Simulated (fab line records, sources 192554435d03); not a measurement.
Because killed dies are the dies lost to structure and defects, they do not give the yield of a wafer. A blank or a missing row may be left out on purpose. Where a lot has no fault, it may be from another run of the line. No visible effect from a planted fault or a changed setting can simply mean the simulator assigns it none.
fab line records	flow n5Finfet
record lots=24	wafers=72	lastDay=18
route steps=1938 shown BEOL_M1@794
lots that met no fault: taken from a fault-free run of the same line
startH: hours from the record's opening day to when the first of the lot's shown wafers began	waitH: hours from the lot's prior step to this one	" repeats the value in the row above	L1.1+2: a row that stands for several wafers	- value missing, or start not given	* or withheld: withheld	< > ~ a bound
route shown NAME@n: names a module that has steps shown in the file, with the first one's number in the route	usual: mean and standard deviation over wafers with no fault	same: alike in all rows	chamber/n: place in a boat	sites: the reading at each site	_std_site: their standard deviation	_edge_site: outer sites' mean less inner sites'	radiusMm: for every site, how far away it sits from the centre of the wafer	mask NAME#n: copy n	behind: tool/chamber where the wafer was last shaped	hold: why the lot went on hold/how many hours it stayed there/how the hold came to an end	device: names the non-switching transistor (n, p or np)	end of line: the tests these same wafers got at the end of their route	where a step has no rows: the recipe by itself	killed: dies lost to structure and defects at the first sort, not the wafer's yield	map: a wafer's dies, marking killed ones x, the rest . and places with no die _
set.NAME: the setting that was run; set.NAME@STEP: the one run at that earlier step	model.NAME: the simulator's own value behind a step, which no gauge read
one table for each step of the route and one row for each wafer, over a sample of lots
services: from which hour (startH, from the record's first day; less than 0 if before it) a tool's chamber was out of use, for how many hours, and why
## steps
# step N5_BEOL_M1_ETCH_70
# recipe chemistry=N2/H2	target=SOC	targetDepthA=800	overetchA=160	maskMaterial=SiARC	tempC=40	timeS=120	ionEnergyEv=200	pressureMtorr=30	sourceW=840	biasW=150	n2FlowSccm=200	h2FlowSccm=200
# usual drypumpMotorCurrentA=5.5/0.49	oesProductAu=0.57/0.04	rfVppV=522.4/2.8	showerheadPlenumPTorr=2.49/0.09	tempC=40.00/0.12	throttleValvePct=17.81/0.18
lot.wafer	tool	chamber	startH	waitH	drypumpMotorCurrentA	oesProductAu	rfHoursCounterH	rfVppV	showerheadPlenumPTorr	tempC	throttleValvePct
L074.1	rieDiel-01	0	127.37	0.0	5.4	0.62	93	519.5	2.36	40.04	17.57
L074.4	"	1	"	"	4.7	0.55	173	526.9	2.64	40.19	17.99
L074.5	"	1	"	"	4.7	0.55	-	527.9	2.64	40.18	17.99
L075.2	rieDiel-06	0	130.47	0.0	5.5	0.57	145	523.0	2.55	39.85	18.21
L075.3	"	3	"	"	5.6	0.53	213	520.8	2.41	39.91	17.83
L075.6	"	2	"	"	5.0	0.58	-	522.0	2.44	40.03	17.74
L076.2	rieDiel-06	0	135.63	0.0	5.6	0.57	147	525.4	2.55	39.90	18.19
L076.4	"	1	"	"	5.0	0.60	130	520.2	2.45	39.98	17.76
L076.6	"	0	"	"	5.6	0.57	-	523.4	2.55	40.06	18.19
L077.2	rieDiel-01	3	144.56	0.0	5.8	0.54	225	522.6	2.52	40.17	17.98
L077.3	"	1	"	"	4.7	0.55	178	526.3	2.63	40.04	17.99
L077.5	"	2	"	"	6.3	0.57	-	524.1	2.54	39.98	17.62
L078.2	rieDiel-06	1	151.54	0.0	4.9	0.60	134	520.2	2.45	40.07	17.78
L078.3	"	0	"	"	5.5	0.56	151	524.9	2.54	39.81	18.19
L078.4	"	2	"	"	5.0	0.57	145	520.2	2.44	39.98	17.77
L080.2	rieDiel-01	0	159.83	0.0	5.4	0.60	102	517.9	2.35	39.91	17.58
L080.3	"	3	"	"	5.8	0.54	230	521.7	2.52	39.92	18.01
L080.4	"	1	"	"	4.7	0.55	184	528.6	2.63	40.20	18.00
L079.1	rieDiel-01	0	163.61	0.0	5.4	0.60	103	516.0	2.35	40.10	17.58
L079.2	"	1	"	"	4.7	0.55	185	526.3	2.63	40.05	17.98
L079.5	"	0	"	"	5.4	0.60	-	518.1	2.35	39.99	17.59
L081.3	rieDiel-06	3	167.87	0.0	5.6	0.52	226	522.0	2.41	40.01	17.85
L081.4	"	3	"	"	5.6	0.52	-	519.9	2.41	40.04	17.86
L081.6	"	1	"	"	5.0	0.59	-	520.4	2.44	40.18	17.78
L082.1	rieDiel-01	1	178.88	0.0	4.7	0.55	190	527.0	2.63	40.14	18.02
L082.5	"	2	"	"	6.3	0.55	-	524.3	2.53	39.96	17.64
L082.6	"	3	"	"	5.8	0.54	-	521.0	2.52	39.97	18.00
L083.2	rieDiel-02	2	180.95	0.0	5.1	0.57	159	520.1	2.43	39.72	17.75
L083.4	"	0	"	"	5.2	0.67	47	528.8	2.70	40.01	17.54
L083.5	"	3	"	"	5.9	0.59	-	525.1	2.54	39.96	17.69
L084.1	rieDiel-06	0	186.88	0.0	5.6	0.56	159	524.3	2.54	39.84	18.21
L084.5	"	3	"	"	5.5	0.52	-	520.6	2.41	39.88	17.88
L084.6	"	0	"	"	5.6	0.56	-	523.1	2.54	39.91	18.22
L085.2	rieDiel-02	2	197.10	0.0	5.1	0.56	164	519.9	2.43	40.19	17.76
L085.3	"	3	"	"	5.9	0.59	144	522.8	2.54	40.02	17.72
L085.4	"	0	"	"	5.2	0.66	51	528.9	2.70	39.98	17.54
L086.1	rieDiel-06	1	200.58	0.0	5.0	0.58	150	520.5	2.44	39.90	17.79
L086.5	"	2	"	"	5.0	0.57	-	521.3	2.43	40.15	17.79
L086.6	"	3	"	"	5.6	0.52	-	519.6	2.40	39.80	17.88
L087.2	rieDiel-01	0	204.05	0.0	5.4	0.60	115	517.9	2.35	39.83	17.58
L087.4	"	1	"	"	4.7	0.55	198	525.9	2.62	40.04	18.03
L087.6	"	1	"	"	4.7	0.54	-	527.3	2.62	39.89	18.03
L089.1	rieDiel-06	1	213.04	0.0	5.0	0.58	153	521.2	2.44	40.10	17.79
L089.2	"	2	"	"	5.0	0.56	164	521.4	2.43	40.06	17.80
L089.3	"	3	"	"	5.6	0.52	240	519.3	2.40	40.25	17.88
L088.1	rieDiel-01	3	224.17	0.0	5.7	0.53	248	523.5	2.51	40.02	18.04
L088.3	"	0	"	"	5.4	0.59	121	520.0	2.35	40.05	17.62
L088.5	"	1	"	"	4.7	0.54	-	526.8	2.62	39.89	18.03
L090.2	rieDiel-06	0	228.11	0.0	5.5	0.55	171	523.4	2.54	40.21	18.24
L090.3	"	2	"	"	5.0	0.56	169	521.0	2.43	39.75	17.82
L090.4	"	3	"	"	5.6	0.51	244	518.7	2.40	40.00	17.90
L091.2	rieDiel-06	0	231.17	0.0	5.5	0.55	172	524.4	2.54	40.17	18.24
L091.3	"	3	"	"	5.6	0.51	245	520.8	2.40	39.90	17.89
L091.5	"	2	"	"	5.0	0.56	-	519.8	2.43	39.96	17.81
L092.2	rieDiel-06	1	234.36	0.0	4.9	0.58	160	520.6	2.44	39.95	17.80
L092.4	"	3	"	"	5.6	0.51	246	520.9	2.40	40.18	17.91
L092.6	"	1	"	"	4.9	0.58	-	522.9	2.44	40.11	17.83
L093.1	rieDiel-02	0	237.03	0.0	5.3	0.65	63	528.2	2.69	40.15	17.57
L093.2	"	2	"	"	5.1	0.56	176	519.6	2.42	39.87	17.80
L093.5	"	2	"	"	5.1	0.57	-	522.0	2.42	39.95	17.78
L094.2	rieDiel-02	2	240.46	0.0	5.1	0.56	177	520.4	2.42	39.98	17.79
L094.3	"	3	"	"	5.9	0.57	158	523.6	2.54	40.04	17.75
L094.4	"	1	"	"	6.3	0.58	166	520.6	2.44	40.09	17.72
L095.1	rieDiel-02	1	246.94	0.0	6.3	0.58	169	519.4	2.43	39.96	17.70
L095.3	"	2	"	"	5.1	0.57	179	519.9	2.42	39.96	17.79
L095.5	"	2	"	"	5.1	0.56	-	519.9	2.42	40.02	17.79
L097.2	rieDiel-02	3	266.54	0.0	5.9	0.58	166	522.3	2.53	40.00	17.75
L097.3	"	1	"	"	6.3	0.58	174	520.8	2.43	39.82	17.71
L097.5	"	0	"	"	5.2	0.64	-	530.1	2.69	40.05	17.59
L096.1	rieDiel-01	2	267.00	0.0	6.3	0.55	187	522.6	2.52	39.91	17.69
L096.3	"	1	"	"	4.7	0.53	221	526.0	2.61	40.03	18.06
L096.5	"	3	"	"	5.8	0.76	-	522.4	2.51	40.14	17.58
# step N5_BEOL_M1_SURFACE_TREAT_85
# recipe gas=Ar	timeS=*	ionEnergyEv=*	ionCurrentMaCm2=0.5	pressureMtorr=*	arFlowSccm=30
# usual throttleValvePct=*
lot.wafer	tool	chamber	startH	waitH	throttleValvePct
L074.1	pvdSputter-01	-	128.40	0.2	*
L074.4	"	-	"	"	*
L074.5	"	-	"	"	*
L075.2	pvdSputter-01	-	131.51	0.1	*
L075.3	"	-	"	"	*
L075.6	"	-	"	"	*
L076.2	pvdSputter-02	-	136.52	0.1	*
L076.4	"	-	"	"	*
L076.6	"	-	"	"	*
L077.2	pvdSputter-02	-	145.90	0.3	*
L077.3	"	-	"	"	*
L077.5	"	-	"	"	*
L078.2	pvdSputter-03	-	152.77	0.1	*
L078.3	"	-	"	"	*
L078.4	"	-	"	"	*
L080.2	pvdSputter-01	-	161.18	0.3	*
L080.3	"	-	"	"	*
L080.4	"	-	"	"	*
L079.1	pvdSputter-01	-	165.90	1.5	*
L079.2	"	-	"	"	*
L079.5	"	-	"	"	*
L081.3	pvdSputter-03	-	169.26	0.2	*
L081.4	"	-	"	"	*
L081.6	"	-	"	"	*
L082.1	pvdSputter-01	-	180.62	0.2	*
L082.5	"	-	"	"	*
L082.6	"	-	"	"	*
L083.2	pvdSputter-03	-	182.50	0.2	*
L083.4	"	-	"	"	*
L083.5	"	-	"	"	*
L084.1	pvdSputter-02	-	187.75	0.1	*
L084.5	"	-	"	"	*
L084.6	"	-	"	"	*
L085.2	pvdSputter-03	-	199.17	0.5	*
L085.3	"	-	"	"	*
L085.4	"	-	"	"	*
L086.1	pvdSputter-01	-	202.31	0.2	*
L086.5	"	-	"	"	*
L086.6	"	-	"	"	*
L087.2	pvdSputter-02	-	205.71	0.2	*
L087.4	"	-	"	"	*
L087.6	"	-	"	"	*
L089.1	pvdSputter-03	-	214.19	0.1	*
L089.2	"	-	"	"	*
L089.3	"	-	"	"	*
L088.1	pvdSputter-01	-	226.15	0.2	*
L088.3	"	-	"	"	*
L088.5	"	-	"	"	*
L090.2	pvdSputter-03	-	229.20	0.1	*
L090.3	"	-	"	"	*
L090.4	"	-	"	"	*
L091.2	pvdSputter-01	-	232.76	0.4	*
L091.3	"	-	"	"	*
L091.5	"	-	"	"	*
L092.2	pvdSputter-01	-	235.35	0.2	*
L092.4	"	-	"	"	*
L092.6	"	-	"	"	*
L093.1	pvdSputter-03	-	238.15	0.2	*
L093.2	"	-	"	"	*
L093.5	"	-	"	"	*
L094.2	pvdSputter-01	-	241.72	0.2	*
L094.3	"	-	"	"	*
L094.4	"	-	"	"	*
L095.1	pvdSputter-03	-	248.10	0.2	*
L095.3	"	-	"	"	*
L095.5	"	-	"	"	*
L097.2	pvdSputter-01	-	267.86	0.1	*
L097.3	"	-	"	"	*
L097.5	"	-	"	"	*
L096.1	pvdSputter-03	-	269.84	1.7	*
L096.3	"	-	"	"	*
L096.5	"	-	"	"	*
# step N5_BEOL_M1_ANNEAL_49
# recipe tempC=400	timeS=240	ambient=vacuum
# usual heaterPowerW=826/80
lot.wafer	tool	chamber	startH	waitH	heaterPowerW
L074.1	pvdSputter-03	-	128.86	0.0	728
L074.4	"	-	"	"	840
L074.5	"	-	"	"	737
L075.2	pvdSputter-01	-	132.10	0.0	847
L075.3	"	-	"	"	866
L075.6	"	-	"	"	854
L076.2	pvdSputter-02	-	136.83	0.0	812
L076.4	"	-	"	"	736
L076.6	"	-	"	"	754
L077.2	pvdSputter-02	-	146.47	0.0	834
L077.3	"	-	"	"	932
L077.5	"	-	"	"	924
L078.2	pvdSputter-01	-	153.21	0.0	841
L078.3	"	-	"	"	720
L078.4	"	-	"	"	830
L080.2	pvdSputter-01	-	161.74	0.0	815
L080.3	"	-	"	"	876
L080.4	"	-	"	"	792
L079.1	pvdSputter-03	-	166.36	0.0	732
L079.2	"	-	"	"	991
L079.5	"	-	"	"	995
L081.3	pvdSputter-03	-	169.56	0.0	980
L081.4	"	-	"	"	986
L081.6	"	-	"	"	865
L082.1	pvdSputter-01	-	181.00	0.0	865
L082.5	"	-	"	"	732
L082.6	"	-	"	"	827
L083.2	pvdSputter-03	-	182.82	0.0	861
L083.4	"	-	"	"	1004
L083.5	"	-	"	"	745
L084.1	pvdSputter-02	-	188.08	0.0	732
L084.5	"	-	"	"	755
L084.6	"	-	"	"	752
L085.2	pvdSputter-02	-	199.83	0.0	779
L085.3	"	-	"	"	906
L085.4	"	-	"	"	843
L086.1	pvdSputter-02	-	202.67	0.0	816
L086.5	"	-	"	"	774
L086.6	"	-	"	"	923
L087.2	pvdSputter-01	-	206.05	0.0	821
L087.4	"	-	"	"	857
L087.6	"	-	"	"	841
L089.1	pvdSputter-01	-	214.60	0.0	856
L089.2	"	-	"	"	819
L089.3	"	-	"	"	807
L088.1	pvdSputter-01	-	226.71	0.0	814
L088.3	"	-	"	"	752
L088.5	"	-	"	"	775
L090.2	pvdSputter-02	-	229.57	0.0	751
L090.3	"	-	"	"	738
L090.4	"	-	"	"	818
L091.2	pvdSputter-03	-	233.15	0.0	986
L091.3	"	-	"	"	992
L091.5	"	-	"	"	975
L092.2	pvdSputter-01	-	235.72	0.0	816
L092.4	"	-	"	"	840
L092.6	"	-	"	"	846
L093.1	pvdSputter-01	-	238.46	0.0	828
L093.2	"	-	"	"	819
L093.5	"	-	"	"	824
L094.2	pvdSputter-03	-	242.02	0.0	954
L094.3	"	-	"	"	1008
L094.4	"	-	"	"	853
L095.1	pvdSputter-02	-	249.59	0.0	917
L095.3	"	-	"	"	752
L095.5	"	-	"	"	755
L097.2	pvdSputter-02	-	268.29	0.0	845
L097.3	"	-	"	"	755
L097.5	"	-	"	"	895
L096.1	pvdSputter-02	-	270.29	0.0	915
L096.3	"	-	"	"	752
L096.5	"	-	"	"	758
# step N5_BEOL_M1_SPUTTER_79
# recipe material=Cu	targetThkA=45	tempC=-20	chamberPressurePa=0.07	powerW=withheld	timeS=8.29
# usual throttleValvePct=29.5/1.2
lot.wafer	tool	chamber	startH	waitH	throttleValvePct
L074.1	pvdSputter-03	-	129.00	0.1	29.4
L074.4	"	-	"	"	29.0
L074.5	"	-	"	"	29.3
L075.2	pvdSputter-01	-	132.24	0.1	29.1
L075.3	"	-	"	"	29.7
L075.6	"	-	"	"	29.7
L076.2	pvdSputter-02	-	136.97	0.1	30.7
L076.4	"	-	"	"	30.1
L076.6	"	-	"	"	29.7
L077.2	pvdSputter-02	-	146.61	0.1	30.9
L077.3	"	-	"	"	27.3
L077.5	"	-	"	"	27.5
L078.2	pvdSputter-01	-	153.35	0.1	29.5
L078.3	"	-	"	"	31.0
L078.4	"	-	"	"	29.2
L080.2	pvdSputter-01	-	161.88	0.1	29.3
L080.3	"	-	"	"	29.8
L080.4	"	-	"	"	27.7
L079.1	pvdSputter-03	-	166.50	0.1	29.3
L079.2	"	-	"	"	31.2
L079.5	"	-	"	"	30.9
L081.3	pvdSputter-03	-	169.70	0.1	31.0
L081.4	"	-	"	"	30.7
L081.6	"	-	"	"	28.9
L082.1	pvdSputter-01	-	181.14	0.1	29.6
L082.5	"	-	"	"	30.9
L082.6	"	-	"	"	27.8
L083.2	pvdSputter-03	-	182.96	0.1	29.0
L083.4	"	-	"	"	30.8
L083.5	"	-	"	"	29.1
L084.1	pvdSputter-02	-	188.22	0.1	29.6
L084.5	"	-	"	"	30.1
L084.6	"	-	"	"	29.7
L085.2	pvdSputter-02	-	199.97	0.1	30.0
L085.3	"	-	"	"	27.2
L085.4	"	-	"	"	31.1
L086.1	pvdSputter-02	-	202.81	0.1	30.7
L086.5	"	-	"	"	29.7
L086.6	"	-	"	"	27.7
L087.2	pvdSputter-01	-	206.19	0.1	27.7
L087.4	"	-	"	"	30.0
L087.6	"	-	"	"	29.3
L089.1	pvdSputter-01	-	214.74	0.1	29.6
L089.2	"	-	"	"	29.1
L089.3	"	-	"	"	27.6
L088.1	pvdSputter-01	-	226.85	0.1	27.6
L088.3	"	-	"	"	30.9
L088.5	"	-	"	"	27.7
L090.2	pvdSputter-02	-	229.71	0.1	29.6
L090.3	"	-	"	"	30.0
L090.4	"	-	"	"	31.1
L091.2	pvdSputter-03	-	233.29	0.1	31.0
L091.3	"	-	"	"	30.4
L091.5	"	-	"	"	31.0
L092.2	pvdSputter-01	-	235.86	0.1	27.6
L092.4	"	-	"	"	29.2
L092.6	"	-	"	"	29.9
L093.1	pvdSputter-01	-	238.60	0.1	29.2
L093.2	"	-	"	"	27.8
L093.5	"	-	"	"	29.4
L094.2	pvdSputter-03	-	242.16	0.1	30.6
L094.3	"	-	"	"	30.9
L094.4	"	-	"	"	28.8
L095.1	pvdSputter-02	-	249.73	0.1	27.2
L095.3	"	-	"	"	29.6
L095.5	"	-	"	"	29.6
L097.2	pvdSputter-02	-	268.43	0.1	30.9
L097.3	"	-	"	"	30.1
L097.5	"	-	"	"	27.4
L096.1	pvdSputter-02	-	270.43	0.1	27.6
L096.3	"	-	"	"	30.1
L096.5	"	-	"	"	29.6
# step N5_BEOL_M1_ANNEAL_82
# recipe tempC=400	timeS=240	ambient=vacuum
# usual heaterPowerW=824/79
lot.wafer	tool	chamber	startH	waitH	heaterPowerW
L074.1	pvdSputter-03	-	129.30	0.0	753
L074.4	"	-	"	"	824
L074.5	"	-	"	"	736
L075.2	pvdSputter-01	-	132.54	0.0	817
L075.3	"	-	"	"	844
L075.6	"	-	"	"	844
L076.2	pvdSputter-02	-	137.27	0.0	817
L076.4	"	-	"	"	743
L076.6	"	-	"	"	732
L077.2	pvdSputter-02	-	146.91	0.0	860
L077.3	"	-	"	"	919
L077.5	"	-	"	"	903
L078.2	pvdSputter-01	-	153.65	0.0	867
L078.3	"	-	"	"	751
L078.4	"	-	"	"	836
L080.2	pvdSputter-01	-	162.18	0.0	815
L080.3	"	-	"	"	855
L080.4	"	-	"	"	817
L079.1	pvdSputter-03	-	166.80	0.0	746
L079.2	"	-	"	"	990
L079.5	"	-	"	"	1001
L081.3	pvdSputter-03	-	170.00	0.0	996
L081.4	"	-	"	"	962
L081.6	"	-	"	"	842
L082.1	pvdSputter-01	-	181.44	0.0	849
L082.5	"	-	"	"	737
L082.6	"	-	"	"	809
L083.2	pvdSputter-03	-	183.26	0.0	844
L083.4	"	-	"	"	979
L083.5	"	-	"	"	735
L084.1	pvdSputter-02	-	188.52	0.0	739
L084.5	"	-	"	"	734
L084.6	"	-	"	"	747
L085.2	pvdSputter-02	-	200.27	0.0	750
L085.3	"	-	"	"	930
L085.4	"	-	"	"	800
L086.1	pvdSputter-02	-	203.11	0.0	826
L086.5	"	-	"	"	756
L086.6	"	-	"	"	927
L087.2	pvdSputter-01	-	206.49	0.0	816
L087.4	"	-	"	"	867
L087.6	"	-	"	"	830
L089.1	pvdSputter-01	-	215.04	0.0	870
L089.2	"	-	"	"	825
L089.3	"	-	"	"	815
L088.1	pvdSputter-01	-	227.15	0.0	806
L088.3	"	-	"	"	713
L088.5	"	-	"	"	826
L090.2	pvdSputter-02	-	230.01	0.0	757
L090.3	"	-	"	"	735
L090.4	"	-	"	"	821
L091.2	pvdSputter-03	-	233.59	0.0	983
L091.3	"	-	"	"	967
L091.5	"	-	"	"	987
L092.2	pvdSputter-01	-	236.16	0.0	799
L092.4	"	-	"	"	827
L092.6	"	-	"	"	847
L093.1	pvdSputter-01	-	238.90	0.0	812
L093.2	"	-	"	"	808
L093.5	"	-	"	"	849
L094.2	pvdSputter-03	-	242.46	0.0	960
L094.3	"	-	"	"	966
L094.4	"	-	"	"	829
L095.1	pvdSputter-02	-	250.03	0.0	912
L095.3	"	-	"	"	751
L095.5	"	-	"	"	732
L097.2	pvdSputter-02	-	268.73	0.0	827
L097.3	"	-	"	"	741
L097.5	"	-	"	"	924
L096.1	pvdSputter-02	-	270.73	0.0	923
L096.3	"	-	"	"	735
L096.5	"	-	"	"	753
# step N5_BEOL_M1_SPUTTER_88
# recipe material=Cu	targetThkA=45	tempC=-20	chamberPressurePa=0.07	powerW=withheld	timeS=8.29
# usual throttleValvePct=29.5/1.2
lot.wafer	tool	chamber	startH	waitH	throttleValvePct
L074.1	pvdSputter-03	-	129.66	0.1	29.2
L074.4	"	-	"	"	28.8
L074.5	"	-	"	"	29.1
L075.2	pvdSputter-01	-	132.90	0.1	29.1
L075.3	"	-	"	"	29.5
L075.6	"	-	"	"	29.8
L076.2	pvdSputter-02	-	137.63	0.1	30.8
L076.4	"	-	"	"	29.6
L076.6	"	-	"	"	30.2
L077.2	pvdSputter-02	-	147.27	0.1	30.9
L077.3	"	-	"	"	27.5
L077.5	"	-	"	"	27.3
L078.2	pvdSputter-01	-	154.01	0.1	29.8
L078.3	"	-	"	"	31.1
L078.4	"	-	"	"	29.3
L080.2	pvdSputter-01	-	162.54	0.1	29.3
L080.3	"	-	"	"	29.7
L080.4	"	-	"	"	27.8
L079.1	pvdSputter-03	-	167.16	0.1	29.1
L079.2	"	-	"	"	31.0
L079.5	"	-	"	"	31.1
L081.3	pvdSputter-03	-	170.36	0.1	31.1
L081.4	"	-	"	"	30.6
L081.6	"	-	"	"	28.9
L082.1	pvdSputter-01	-	181.80	0.1	29.8
L082.5	"	-	"	"	31.0
L082.6	"	-	"	"	27.9
L083.2	pvdSputter-03	-	183.62	0.1	28.9
L083.4	"	-	"	"	30.8
L083.5	"	-	"	"	29.1
L084.1	pvdSputter-02	-	188.88	0.1	29.8
L084.5	"	-	"	"	30.2
L084.6	"	-	"	"	29.8
L085.2	pvdSputter-02	-	200.63	0.1	29.7
L085.3	"	-	"	"	27.4
L085.4	"	-	"	"	31.1
L086.1	pvdSputter-02	-	203.47	0.1	31.3
L086.5	"	-	"	"	30.0
L086.6	"	-	"	"	27.5
L087.2	pvdSputter-01	-	206.85	0.1	27.6
L087.4	"	-	"	"	29.8
L087.6	"	-	"	"	29.2
L089.1	pvdSputter-01	-	215.40	0.1	29.7
L089.2	"	-	"	"	29.1
L089.3	"	-	"	"	27.6
L088.1	pvdSputter-01	-	227.51	0.1	27.5
L088.3	"	-	"	"	30.9
L088.5	"	-	"	"	27.4
L090.2	pvdSputter-02	-	230.37	0.1	29.9
L090.3	"	-	"	"	30.0
L090.4	"	-	"	"	30.9
L091.2	pvdSputter-03	-	233.95	0.1	31.2
L091.3	"	-	"	"	30.5
L091.5	"	-	"	"	31.3
L092.2	pvdSputter-01	-	236.52	0.1	27.5
L092.4	"	-	"	"	29.2
L092.6	"	-	"	"	29.9
L093.1	pvdSputter-01	-	239.26	0.1	29.2
L093.2	"	-	"	"	27.6
L093.5	"	-	"	"	29.3
L094.2	pvdSputter-03	-	242.82	0.1	30.4
L094.3	"	-	"	"	31.1
L094.4	"	-	"	"	28.6
L095.1	pvdSputter-02	-	250.39	0.1	27.4
L095.3	"	-	"	"	29.6
L095.5	"	-	"	"	29.7
L097.2	pvdSputter-02	-	269.09	0.1	31.2
L097.3	"	-	"	"	29.9
L097.5	"	-	"	"	27.2
L096.1	pvdSputter-02	-	271.09	0.1	27.5
L096.3	"	-	"	"	30.0
L096.5	"	-	"	"	29.6
## services
tool	chamber	startH	hours	kind
rieDiel-02	0	104.59	9.6	repair
rieDiel-02	3	125.78	8.9	repair
rieDiel-06	0	161.86	8.2	repair
rieDiel-01	2	235.65	2.4	repair
rieDiel-01	3	236.99	5.4	repair
rieDiel-01	3	242.70	-	clean
rieDiel-01	3	242.70	-	consumableReplace:esc
rieDiel-01	3	242.70	-	consumableReplace:focusRing
rieDiel-01	3	242.70	18.6	scheduledDown
rieDiel-01	3	242.70	18.6	ventCycle
rieDiel-06	3	247.21	-	clean
rieDiel-06	3	247.21	-	consumableReplace:focusRing
rieDiel-06	3	247.21	-	consumableReplace:showerhead
rieDiel-06	3	247.21	23.3	scheduledDown
rieDiel-06	3	247.21	23.3	ventCycle
## key
fault none
